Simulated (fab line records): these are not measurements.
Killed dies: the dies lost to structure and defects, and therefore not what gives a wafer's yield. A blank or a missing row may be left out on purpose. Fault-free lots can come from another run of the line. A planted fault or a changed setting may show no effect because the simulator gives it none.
Matching of chambers :: flow n5-finfet :: N5_BEOL_M10_DESCUM_33 on rie-diel-03 has 4 sister chambers
The step chemistry O2, time 7.9 s. 20 wafers are shown with their chamber, then 10 later ones without.

EACH WAFER AND ITS CHAMBER
wafer: L077.1
chamber: 3
showerhead-plenum-p-Torr (Torr): 2.20
throttle-valve-pct (%): 20.43
oes-product-au (a.u.): 0.78

wafer: L077.4
chamber: 2
showerhead-plenum-p-Torr (Torr): 2.22
throttle-valve-pct (%): 20.23
oes-product-au (a.u.): 0.86

wafer: L077.5
chamber: 3
showerhead-plenum-p-Torr (Torr): 2.20
throttle-valve-pct (%): 20.42
oes-product-au (a.u.): 0.79

wafer: L080.3
chamber: 0
showerhead-plenum-p-Torr (Torr): 1.97
throttle-valve-pct (%): 20.89
oes-product-au (a.u.): 0.71

wafer: L080.5
chamber: 2
showerhead-plenum-p-Torr (Torr): 2.22
throttle-valve-pct (%): 20.23
oes-product-au (a.u.): 0.84

wafer: L080.6
chamber: 0
showerhead-plenum-p-Torr (Torr): 1.97
throttle-valve-pct (%): 20.89
oes-product-au (a.u.): 0.71

wafer: L081.1
chamber: 1
showerhead-plenum-p-Torr (Torr): 2.20
throttle-valve-pct (%): 20.18
oes-product-au (a.u.): 0.89

wafer: L081.3
chamber: 3
showerhead-plenum-p-Torr (Torr): 2.19
throttle-valve-pct (%): 20.43
oes-product-au (a.u.): 0.77

wafer: L081.6
chamber: 2
showerhead-plenum-p-Torr (Torr): 2.22
throttle-valve-pct (%): 20.21
oes-product-au (a.u.): 0.84

wafer: L083.1
chamber: 0
showerhead-plenum-p-Torr (Torr): 1.97
throttle-valve-pct (%): 20.89
oes-product-au (a.u.): 0.71

wafer: L083.2
chamber: 1
showerhead-plenum-p-Torr (Torr): 2.20
throttle-valve-pct (%): 20.17
oes-product-au (a.u.): 0.88

wafer: L083.3
chamber: 2
showerhead-plenum-p-Torr (Torr): 2.21
throttle-valve-pct (%): 20.24
oes-product-au (a.u.): 0.84

wafer: L082.1
chamber: 3
showerhead-plenum-p-Torr (Torr): 2.19
throttle-valve-pct (%): 20.45
oes-product-au (a.u.): 0.76

wafer: L082.4
chamber: 1
showerhead-plenum-p-Torr (Torr): 2.20
throttle-valve-pct (%): 20.20
oes-product-au (a.u.): 0.87

wafer: L082.5
chamber: 3
showerhead-plenum-p-Torr (Torr): 2.19
throttle-valve-pct (%): 20.45
oes-product-au (a.u.): 0.76

wafer: L085.1
chamber: 1
showerhead-plenum-p-Torr (Torr): 2.20
throttle-valve-pct (%): 20.19
oes-product-au (a.u.): 0.86

wafer: L085.3
chamber: 3
showerhead-plenum-p-Torr (Torr): 2.19
throttle-valve-pct (%): 20.48
oes-product-au (a.u.): 0.75

wafer: L085.6
chamber: 2
showerhead-plenum-p-Torr (Torr): 2.21
throttle-valve-pct (%): 20.25
oes-product-au (a.u.): 0.82

wafer: L088.3
chamber: 0
showerhead-plenum-p-Torr (Torr): 1.97
throttle-valve-pct (%): 20.91
oes-product-au (a.u.): 0.70

wafer: L088.4
chamber: 2
showerhead-plenum-p-Torr (Torr): 2.21
throttle-valve-pct (%): 20.27
oes-product-au (a.u.): 0.82

SIGNATURES (means of the wafers above)
reading: showerhead-plenum-p-Torr
chamber 0: 1.9700
chamber 1: 2.2000
chamber 2: 2.2150
chamber 3: 2.1933
scatter within a chamber: 0.00421

reading: throttle-valve-pct
chamber 0: 20.8950
chamber 1: 20.1850
chamber 2: 20.2383
chamber 3: 20.4433
scatter within a chamber: 0.0181

reading: oes-product-au
chamber 0: 0.7075
chamber 1: 0.8750
chamber 2: 0.8367
chamber 3: 0.7683
scatter within a chamber: 0.0132
Rule: a wafer's distance from a chamber is the root of the sum, over the readings, of the square of ((its reading less the chamber's mean) divided by the reading's scatter). If the next closest chamber is less than 2 further off than the closest, the wafer can't be placed; otherwise it belongs to the closest. The scatter: take each reading less its chamber's mean, square it, sum over the shown wafers, divide by the number of wafers less the number of chambers, and take the root.

WAFERS MISSING THEIR CHAMBER
wafer: L088.5
showerhead-plenum-p-Torr (Torr): 2.19
throttle-valve-pct (%): 20.21
oes-product-au (a.u.): 0.86

wafer: L092.1
showerhead-plenum-p-Torr (Torr): 2.20
throttle-valve-pct (%): 20.28
oes-product-au (a.u.): 0.81

wafer: L092.2
showerhead-plenum-p-Torr (Torr): 2.19
throttle-valve-pct (%): 20.24
oes-product-au (a.u.): 0.85

wafer: L092.5
showerhead-plenum-p-Torr (Torr): 1.96
throttle-valve-pct (%): 20.92
oes-product-au (a.u.): 0.69

wafer: L093.3
showerhead-plenum-p-Torr (Torr): 2.19
throttle-valve-pct (%): 20.22
oes-product-au (a.u.): 0.84

wafer: L093.4
showerhead-plenum-p-Torr (Torr): 1.96
throttle-valve-pct (%): 20.93
oes-product-au (a.u.): 0.68

wafer: L093.6
showerhead-plenum-p-Torr (Torr): 2.20
throttle-valve-pct (%): 20.28
oes-product-au (a.u.): 0.81

wafer: L096.2
showerhead-plenum-p-Torr (Torr): 2.19
throttle-valve-pct (%): 20.23
oes-product-au (a.u.): 0.83

wafer: L096.3
showerhead-plenum-p-Torr (Torr): 2.18
throttle-valve-pct (%): 20.50
oes-product-au (a.u.): 0.73

wafer: L096.4
showerhead-plenum-p-Torr (Torr): 2.19
throttle-valve-pct (%): 20.24
oes-product-au (a.u.): 0.83

THE CHAMBER EACH PASSED THROUGH
wafer: L088.5
from the rows above: 1
in truth: 1

wafer: L092.1
from the rows above: 2
in truth: 2

wafer: L092.2
from the rows above: can't be placed: 1 or 2
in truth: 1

wafer: L092.5
from the rows above: 0
in truth: 0

wafer: L093.3
from the rows above: can't be placed: 1 or 2
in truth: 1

wafer: L093.4
from the rows above: 0
in truth: 0

wafer: L093.6
from the rows above: 2
in truth: 2

wafer: L096.2
from the rows above: can't be placed: 1 or 2
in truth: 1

wafer: L096.3
from the rows above: 3
in truth: 3

wafer: L096.4
from the rows above: can't be placed: 1 or 2
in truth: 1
Placed correctly: 6 of 10. Not placeable from these rows: 4 (in 4, the candidates include the true chamber). Placed wrongly: 0.
